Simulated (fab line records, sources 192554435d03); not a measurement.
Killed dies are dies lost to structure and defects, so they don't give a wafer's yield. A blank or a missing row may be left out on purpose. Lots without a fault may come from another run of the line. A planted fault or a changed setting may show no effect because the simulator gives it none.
Chamber matching | flow n5_finfet | N5_BEOL_M3_DEP_57 on pecvd-03: 3 sister chambers
The step deposits SiCN from 3MS/NH3, target thk 8 nm, time 14 s. 6 wafers are shown with their chamber, then 11 later ones without.

WAFERS WITH THEIR CHAMBER
wafer  | chamber | showerhead_vpp_V (V) | showerhead_plenum_p_Torr (Torr)
L081.6 | 0       | 824                  | 3.679
L082.1 | 0       | 809                  | 3.674
L088.1 | 2       | 850                  | 3.675
L088.5 | 2       | 853                  | 3.667
L088.6 | 1       | 904                  | 3.645
L091.2 | 1       | 896                  | 3.654

WAFERS WITHOUT THEIR CHAMBER
wafer  | showerhead_vpp_V (V) | showerhead_plenum_p_Torr (Torr)
L091.5 | 840                  | 3.666
L091.6 | 821                  | 3.675
L095.2 | 849                  | 3.669
L095.5 | 822                  | 3.683
L095.6 | 899                  | 3.648
L096.4 | 892                  | 3.659
L096.5 | 818                  | 3.680
L096.6 | 854                  | 3.664
L097.2 | 891                  | 3.642
L097.4 | 908                  | 3.645
L097.6 | 827                  | 3.678

WHICH CHAMBER EACH WENT THROUGH
wafer  | from the rows above     | in truth
L091.5 | can't be placed: 2 or 0 | 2
L091.6 | 0                       | 0
L095.2 | 2                       | 2
L095.5 | 0                       | 0
L095.6 | 1                       | 1
L096.4 | 1                       | 1
L096.5 | 0                       | 0
L096.6 | 2                       | 2
L097.2 | 1                       | 1
L097.4 | 1                       | 1
L097.6 | 0                       | 0
Placed correctly: 10 of 11. Can't be placed from these rows: 1 (the true chamber is among the candidates in 1). Placed wrongly: 0.
How it was worked out, from the rows above alone: a wafer's distance from a chamber is the root of the sum, over the readings, of the square of ((its reading less the chamber's mean) divided by the reading's scatter). The wafer belongs to the nearest chamber; if the next one is less than 2 further off, it can't be placed. A chamber's mean is the mean of its shown wafers. The scatter: the root of (the sum of the squares of (reading less its chamber's mean) over the shown wafers, divided by (wafers less chambers)).
